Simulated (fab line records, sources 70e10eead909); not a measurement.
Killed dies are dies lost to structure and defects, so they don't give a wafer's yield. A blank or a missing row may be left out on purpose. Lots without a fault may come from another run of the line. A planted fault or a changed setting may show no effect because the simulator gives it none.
Chamber matching | flow nand_harc | NHARC_A_STAIRCASE_ETCHBACK_157 on rie_diel-04: 4 sister chambers
The step etches the open film in CH3F/O2, target depth 90 nm, time 167.14 s. 14 wafers are shown with their chamber, then 7 later ones without.

WAFERS WITH THEIR CHAMBER
wafer  | chamber | drypump_motor_current_A (A) | showerhead_plenum_p_Torr (Torr) | ch3f_flow_sccm (sccm)
L074.2 | 2       | 6.0                         | 2.33                            | 50.10
L074.4 | 3       | 5.4                         | 2.41                            | 50.10
L074.6 | 3       | 5.4                         | 2.41                            | 50.08
L081.1 | 2       | 6.0                         | 2.32                            | 50.03
L081.5 | 2       | 6.0                         | 2.32                            | 50.17
L081.6 | 3       | 5.5                         | 2.40                            | 50.04
L082.1 | 1       | 4.9                         | 2.35                            | 49.97
L082.4 | 2       | 6.0                         | 2.32                            | 50.16
L082.5 | 0       | 5.4                         | 2.28                            | 49.88
L088.4 | 3       | 5.4                         | 2.39                            | 49.89
L088.5 | 1       | 4.9                         | 2.35                            | 49.99
L088.6 | 2       | 6.0                         | 2.32                            | 49.96
L093.2 | 2       | 6.0                         | 2.31                            | 50.13
L093.4 | 1       | 4.8                         | 2.34                            | 50.18

SIGNATURES (means of the wafers above)
reading                  | chamber 0 | chamber 1 | chamber 2 | chamber 3 | scatter within a chamber
drypump_motor_current_A  | 5.400     | 4.867     | 6.000     | 5.425     | 0.0376
showerhead_plenum_p_Torr | 2.2800    | 2.3467    | 2.3200    | 2.4025    | 0.00736
ch3f_flow_sccm           | 49.8800   | 50.0467   | 50.0917   | 50.0275   | 0.0935
Rule: a wafer's distance from a chamber is the root of the sum, over the readings, of the square of ((its reading less the chamber's mean) divided by the reading's scatter). The wafer belongs to the nearest chamber; if the next one is less than 2 further off, it can't be placed. The scatter: the root of (the sum of the squares of (reading less its chamber's mean) over the shown wafers, divided by (wafers less chambers)).

WAFERS WITHOUT THEIR CHAMBER
wafer  | drypump_motor_current_A (A) | showerhead_plenum_p_Torr (Torr) | ch3f_flow_sccm (sccm)
L093.6 | 6.0                         | 2.31                            | 50.01
L094.1 | 4.9                         | 2.34                            | 50.15
L094.5 | 5.4                         | 2.39                            | 50.24
L094.6 | 6.0                         | 2.31                            | 49.82
L095.1 | 6.0                         | 2.31                            | 50.11
L095.4 | 5.4                         | 2.38                            | 50.20
L095.6 | 5.4                         | 2.65                            | 49.76

WHICH CHAMBER EACH WENT THROUGH
wafer  | from the rows above | in truth
L093.6 | 2                   | 2
L094.1 | 1                   | 1
L094.5 | 3                   | 3
L094.6 | 2                   | 2
L095.1 | 2                   | 2
L095.4 | 3                   | 3
L095.6 | 3                   | 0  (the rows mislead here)
Placed correctly: 6 of 7. Can't be placed from these rows: 0. Placed wrongly: 1.
